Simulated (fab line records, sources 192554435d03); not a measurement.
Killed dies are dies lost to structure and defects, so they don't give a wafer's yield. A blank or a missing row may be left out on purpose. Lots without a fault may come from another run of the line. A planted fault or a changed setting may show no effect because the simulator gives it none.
Which tool did it? | flow n5_finfet | 10 lots, 30 wafers sampled, at 5 steps of a route of 1938

WHAT THE GAUGES READ, wafer by wafer
N5_WELL_APT_CD_MEAS_08: target cd 200 nm.
lot  | measured    | on        | cd_nm (nm)
L654 | day 1 13:47 | cd_sem-01 | 200.5 200.9 199.6
L660 | day 3 01:45 | cd_sem-01 | 199.9 199.0 199.3
L661 | day 3 07:42 | cd_sem-01 | 201.0 202.4 201.4
L663 | day 3 20:11 | cd_sem-02 | 200.1 200.5 199.1
L664 | day 4 01:49 | cd_sem-01 | 200.7 201.3 200.9
L665 | day 4 07:53 | cd_sem-02 | 200.8 201.5 203.1
L666 | day 4 13:52 | cd_sem-01 | 202.9 202.5 201.2
L672 | day 6 01:34 | cd_sem-01 | 198.9 198.9 200.0
L673 | day 6 07:59 | cd_sem-03 | 200.3 200.3 200.2
L676 | day 7 01:43 | cd_sem-03 | 201.5 201.2 200.4

N5_WELL_APT_INSPECT_38: inspects for defects (darkfield).
lot  | measured    | on                | raw_defect_count
L654 | day 1 17:11 | defect_inspect-01 | 19 16 11
L660 | day 3 04:55 | defect_inspect-02 | 7 7 0
L661 | day 3 10:46 | defect_inspect-01 | 18 13 23
L663 | day 3 23:53 | defect_inspect-01 | 14 13 18
L664 | day 4 05:01 | defect_inspect-02 | 6 10 14
L665 | day 4 11:08 | defect_inspect-01 | 17 9 19
L666 | day 4 17:00 | defect_inspect-01 | 8 10 8
L672 | day 6 04:54 | defect_inspect-01 | 14 18 22
L673 | day 6 11:22 | defect_inspect-02 | 7 18 10
L676 | day 7 05:14 | defect_inspect-01 | 17 12 27

N5_BEOL_M4_RC_MEAS_101.
lot  | measured     | on        | CJ_N           | DIBL_N (mV/V)  | DIBL_P (mV/V)  | IOFF_N (nA/um)    | IOFF_N_LONG (nA/um)        | IOFF_P (nA/um)    | ION_N (uA/um) | ION_P (uA/um) | RS_PWELL (ohm/sq) | SS_N (mV/dec)  | SS_P (mV/dec)  | VT_N (mV)         | VT_P (mV)
L654 | day 7 14:26  | prober-02 | 4.32 4.20 4.32 | 36.5 36.3 37.5 | 36.8 36.4 37.9 | 0.157 0.153 0.178 | 5.44e-05 5.48e-05 5.4e-05  | 0.199 0.198 0.220 | 672 673 685   | 464 459 469   | 2979 2991 2974    | 71.7 71.1 71.9 | 72.9 73.6 72.6 | 250.5 251.6 249.3 | -252 -250 -250
L660 | day 10 00:17 | prober-02 | 4.31 4.36 4.31 | 35.7 34.8 33.7 | 36.7 35.9 34.1 | 0.176 0.147 0.128 | 5.62e-05 5.53e-05 5.77e-05 | 0.239 0.219 0.190 | 682 680 681   | 470 474 467   | 3022 3020 3008    | 71.8 70.9 70.7 | 72.9 74.0 73.0 | 251.2 250.3 250.1 | -250 -252 -250
L661 | day 10 17:09 | prober-01 | 4.21 4.29 4.19 | 35.4 36.3 34.9 | 36.0 36.8 35.4 | 0.149 0.161 0.133 | 5.23e-05 5.27e-05 5.13e-05 | 0.187 0.198 0.178 | 678 689 667   | 464 469 464   | 2995 3009 3006    | 71.4 71.6 71.3 | 72.9 73.5 73.0 | 248.8 249.3 252.8 | -254 -252 -255
L663 | day 10 08:52 | prober-01 | 5.06 5.02 5.05 | 37.0 35.0 35.5 | 38.1 36.1 36.5 | 0.186 0.151 0.159 | 6.34e-05 6.31e-05 6.36e-05 | 0.255 0.230 0.228 | 686 672 674   | 467 461 467   | 3086 3062 3093    | 71.7 71.4 71.0 | 74.0 73.6 72.9 | 248.7 249.2 248.7 | -245 -245 -249
L664 | day 11 05:05 | prober-01 | 4.93 4.87 4.93 | 34.2 35.9 37.3 | 33.4 36.1 37.4 | 0.114 0.151 0.174 | 6.54e-05 6.44e-05 6.55e-05 | 0.192 0.227 0.253 | 667 678 683   | 470 474 470   | 3099 3109 3119    | 70.6 71.4 71.4 | 72.5 73.4 74.0 | 253.6 251.2 247.0 | -245 -247 -247
L665 | day 11 13:34 | prober-01 | 4.42 4.43 4.43 | 35.5 37.7 35.9 | 35.8 37.8 35.3 | 0.165 0.204 0.152 | 5.77e-05 5.77e-05 5.79e-05 | 0.222 0.267 0.218 | 687 678 678   | 467 470 469   | 3004 3029 3018    | 71.0 71.8 71.9 | 73.1 73.8 73.3 | 245.4 246.3 252.4 | -249 -248 -250
L666 | day 11 21:41 | prober-01 | 5.03 5.09 5.11 | 35.7 34.6 37.7 | 36.1 34.8 38.3 | 0.134 0.123 0.175 | 6.11e-05 6.08e-05 6.14e-05 | 0.197 0.173 0.234 | 660 662 679   | 462 461 466   | 3112 3126 3113    | 71.6 71.4 72.1 | 73.6 72.1 73.4 | 252.2 252.9 249.1 | -250 -252 -250
L672 | day 12 18:44 | prober-02 | 4.26 4.38 4.25 | 36.5 35.7 36.0 | 37.6 36.6 37.3 | 0.155 0.142 0.145 | 5.33e-05 5.43e-05 5.18e-05 | 0.216 0.194 0.219 | 672 676 676   | 464 464 463   | 3015 3040 3008    | 70.9 71.5 71.8 | 73.4 73.3 73.5 | 250.2 251.9 251.1 | -248 -251 -248
L673 | day 12 20:55 | prober-02 | 4.35 4.31 4.34 | 35.8 35.6 34.0 | 36.8 36.4 34.9 | 0.170 0.158 0.139 | 6.05e-05 5.93e-05 6.06e-05 | 0.225 0.217 0.197 | 678 681 679   | 472 469 467   | 3016 3055 3028    | 71.5 71.2 70.5 | 73.3 73.2 73.4 | 245.8 249.6 247.4 | -248 -248 -249
L676 | day 14 17:31 | prober-02 | 4.32 4.31 4.31 | 36.7 36.6 37.7 | 36.1 35.9 38.0 | 0.170 0.166 0.184 | 5.84e-05 5.82e-05 5.66e-05 | 0.206 0.199 0.240 | 676 676 690   | 466 461 471   | 2994 2956 2996    | 71.5 70.6 72.1 | 73.0 73.5 73.9 | 247.0 250.3 245.6 | -251 -252 -249

WHICH TOOL RAN EACH LOT (tool, then ch and the chambers of the sampled wafers, then the start)
lot  | N5_ZERO_LAYER_PECVD_02         | N5_WELL_APT_IMPLANT_32
L654 | pecvd-02 ch 2, day 1 12:19     | implanter-01 ch 0, day 1 15:26
L660 | pecvd-02 ch 0,1,2, day 3 00:17 | implanter-02 ch 0, day 3 03:23
L661 | pecvd-01 ch 0,1,2, day 3 06:18 | implanter-01 ch 0, day 3 09:16
L663 | pecvd-01 ch 0,2, day 3 18:17   | implanter-01 ch 0, day 3 22:15
L664 | pecvd-01 ch 0,1, day 4 00:17   | implanter-01 ch 0, day 4 03:29
L665 | pecvd-01 ch 0,1,2, day 4 06:17 | implanter-02 ch 0, day 4 09:47
L666 | pecvd-04 ch 0,1,2, day 4 12:19 | implanter-01 ch 0, day 4 15:29
L672 | pecvd-04 ch 1,2, day 6 00:17   | implanter-02 ch 0, day 6 03:34
L673 | pecvd-02 ch 0,1,2, day 6 06:17 | implanter-02 ch 0, day 6 09:59
L676 | pecvd-04 ch 0,1,2, day 7 00:19 | implanter-02 ch 0, day 7 03:30
- N5_ZERO_LAYER_PECVD_02: deposits SiO2 from SiH4/N2O, target thk 10 nm, time 6 s.
- N5_WELL_APT_IMPLANT_32

WHAT THE TOOLS THEMSELVES READ (means of the sampled wafers that have a number; where no wafer has one, the mark that the record gives instead)
N5_ZERO_LAYER_PECVD_02.
lot  | tool     | heater_power_w (W) | showerhead_plenum_p_Torr (Torr)
L654 | pecvd-02 | 565                | 7.84
L660 | pecvd-02 | 669                | 8.05
L661 | pecvd-01 | 674                | 8.08
L663 | pecvd-01 | 662                | 8.04
L664 | pecvd-01 | 699                | 8.03
L665 | pecvd-01 | 653                | 8.07
L666 | pecvd-04 | 793                | 8.21
L672 | pecvd-04 | 699                | 8.15
L673 | pecvd-02 | 675                | 8.06
L676 | pecvd-04 | 817                | 8.20

N5_WELL_APT_IMPLANT_32.
lot  | tool         | beam_energy_keV
L654 | implanter-01 | 50.003
L660 | implanter-02 | 50.023
L661 | implanter-01 | 49.982
L663 | implanter-01 | 40.603
L664 | implanter-01 | 40.566
L665 | implanter-02 | 50.007
L666 | implanter-01 | 40.580
L672 | implanter-02 | 50.002
L673 | implanter-02 | 50.016
L676 | implanter-02 | 49.990

THE ANSWER, worked out from the rows above alone
Rule: what is usual is taken from the lots themselves. Put in order of their means at a reading, lots are off if they are a third of the lots or fewer, leave a main group of 4 or more, and stand apart from it by a gap of 3 or more times the standard deviation of the main group's means; of several such gaps the widest counts. A main group whose means are all the same, to the digits that the tables above print for the reading, isn't used. A lot without any number at a reading at which 4 lots or more have one is off too. The other lots that the step has rows for count as sound. The gauges are gone through in route order, then the tools' own readings, and for those a lot's mean is taken as printed above. The first step at which some lot is off is used, and at that step the reading that is off furthest; a lot without a number counts as furthest.
Off: L663, L664, L666, at N5_BEOL_M4_RC_MEAS_101 (CJ_N). The main group: mean 4.32, standard deviation 0.056.
A tool fits if, at a process step before that reading, it ran every lot that is off, and no sound lot after the first of them. The gauges at N5_BEOL_M4_RC_MEAS_101 aren't tried: what is off there is off at N5_WELL_APT_IMPLANT_32 too, on other tools, and a gauge's error can't cause that. One fits: implanter-01 at N5_WELL_APT_IMPLANT_32. Its last sound lot is L661 (day 3 09:16), its first lot that is off L663 (day 3 22:15): a fault that began between those two fits.
The tool's own readings at N5_WELL_APT_IMPLANT_32 bear it out: on the lots that are off they differ by more than 5 times the standard deviation of the sound lots' means. beam_energy_keV reads 40.583 there against 50.003 on the sound lots.

WHAT THE SIMULATOR HAD PUT IN
Process parameter drift: implanter-01, from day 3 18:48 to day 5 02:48, at N5_WELL_APT_IMPLANT_32. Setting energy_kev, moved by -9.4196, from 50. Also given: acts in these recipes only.
Lots struck among those shown: L663, L664, L666. The rule above found the same.
